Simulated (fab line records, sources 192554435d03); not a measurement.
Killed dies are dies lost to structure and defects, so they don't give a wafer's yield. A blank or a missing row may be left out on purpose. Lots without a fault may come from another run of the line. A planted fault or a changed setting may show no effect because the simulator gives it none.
Chamber matching | flow n5_finfet | N5_BEOL_M6_ETCH_65 on rie_diel-04: 4 sister chambers
The step etches SiARC in CF4, target depth 15.6 nm, time 26 s. 8 wafers are shown with their chamber, then 8 later ones without.

WAFERS WITH THEIR CHAMBER
wafer  | chamber | drypump_motor_current_A (A) | showerhead_plenum_p_Torr (Torr)
L086.1 | 3       | 5.7                         | 2.18
L086.5 | 2       | 5.5                         | 2.05
L087.2 | 0       | 6.3                         | 2.20
L087.6 | 0       | 6.4                         | 2.19
L093.1 | 1       | 6.1                         | 2.15
L093.2 | 2       | 5.5                         | 2.04
L093.5 | 3       | 5.7                         | 2.17
L092.2 | 1       | 6.1                         | 2.15

WAFERS WITHOUT THEIR CHAMBER
wafer  | drypump_motor_current_A (A) | showerhead_plenum_p_Torr (Torr)
L092.4 | 5.5                         | 2.04
L092.6 | 6.4                         | 2.19
L094.1 | 5.7                         | 2.17
L094.2 | 6.4                         | 2.19
L094.6 | 6.4                         | 2.19
L097.2 | 6.1                         | 2.15
L097.4 | 5.6                         | 2.17
L097.6 | 5.7                         | 2.17

WHICH CHAMBER EACH WENT THROUGH
wafer  | from the rows above | in truth
L092.4 | 2                   | 2
L092.6 | 0                   | 0
L094.1 | 3                   | 3
L094.2 | 0                   | 0
L094.6 | 0                   | 0
L097.2 | 1                   | 1
L097.4 | 3                   | 3
L097.6 | 3                   | 3
Placed correctly: 8 of 8. Can't be placed from these rows: 0. Placed wrongly: 0.
How it was worked out, from the rows above alone: a wafer's distance from a chamber is the root of the sum, over the readings, of the square of ((its reading less the chamber's mean) divided by the reading's scatter). The wafer belongs to the nearest chamber; if the next one is less than 2 further off, it can't be placed. A chamber's mean is the mean of its shown wafers. The scatter: the root of (the sum of the squares of (reading less its chamber's mean) over the shown wafers, divided by (wafers less chambers)).
